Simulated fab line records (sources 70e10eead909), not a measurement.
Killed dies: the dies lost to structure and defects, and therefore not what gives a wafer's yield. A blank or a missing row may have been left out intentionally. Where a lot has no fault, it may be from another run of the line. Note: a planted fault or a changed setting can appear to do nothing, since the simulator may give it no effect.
Which tool was responsible?    flow nandHarc    18 wafers from 6 lots sampled at 3 of the route's 1302 steps

== WHAT THE GAUGES SHOWED, per wafer ==
NHARC_A_ONON_D1_THK_MEAS_14: measures by ellipsometry.
lot   measured      on            thkNm (nm)
L312  day 8 14:04   filmMetro-01  995 995 995
L316  day 10 12:53  filmMetro-02  995 997 996
L318  day 11 03:30  filmMetro-01  860 859 975 860 860 975
L326  day 15 02:15  filmMetro-02  997 995 995
L330  day 16 07:46  filmMetro-02  1014 1012 1013
L333  day 17 00:25  filmMetro-01  995 995 997

== EACH LOT AND THE TOOL THAT RAN IT (in order: tool; ch and the chambers of the sampled wafers; start) ==
lot   NHARC_P_BONDPAD_ETCH_37            NHARC_A_ONON_D1_DEP_12
L312  rieDiel-02 ch 0,1,3, day 7 09:35   pecvdOnon-02 ch 0, day 8 13:33
L316  rieDiel-10 ch 0,2,3, day 9 09:15   pecvdOnon-02 ch 0, day 10 12:24
L318  rieDiel-01 ch 1,2, day 9 23:30     pecvdOnon-02 ch 0, day 11 03:02
L326  rieDiel-10 ch 0,1, day 13 23:00    pecvdOnon-02 ch 0, day 15 01:44
L330  rieDiel-01 ch 0,1,3, day 15 03:10  pecvdOnon-01 ch 0, day 16 07:22
L333  rieDiel-02 ch 1,2,3, day 15 21:13  pecvdOnon-02 ch 0, day 17 00:05
- NHARC_P_BONDPAD_ETCH_37: etches the open film in N2/H2, target depth 60 nm, overetch 18 nm, time 65.91 s.
- NHARC_A_ONON_D1_DEP_12: target thk 1000 nm.

== THE ANSWER, worked out from the rows above alone ==
Rule: the usual values come from the lots themselves. Put in order of their means at a reading, lots are off if they are a third of the lots or fewer, leave a main group of 4 or more, and stand apart from it by a gap of 3 or more times the standard deviation of the main group's means; of several such gaps the widest counts. Not used: any main group whose means are identical at the precision the tables above print for the reading. Also off: a lot with no number at a reading for which 4 or more lots have one. The other lots that the step has rows for count as sound.
Off: L318, at NHARC_A_ONON_D1_THK_MEAS_14 (thkNm). For the main group the mean is 999 nm and the standard deviation 7.
A tool fits if, at a process step before that reading, it ran every lot that is off, and no sound lot after the first of them. The gauges at NHARC_A_ONON_D1_THK_MEAS_14 are tried like those tools. Not one of the candidates tried fits.

== WHAT WAS PUT IN BY THE SIMULATOR ==
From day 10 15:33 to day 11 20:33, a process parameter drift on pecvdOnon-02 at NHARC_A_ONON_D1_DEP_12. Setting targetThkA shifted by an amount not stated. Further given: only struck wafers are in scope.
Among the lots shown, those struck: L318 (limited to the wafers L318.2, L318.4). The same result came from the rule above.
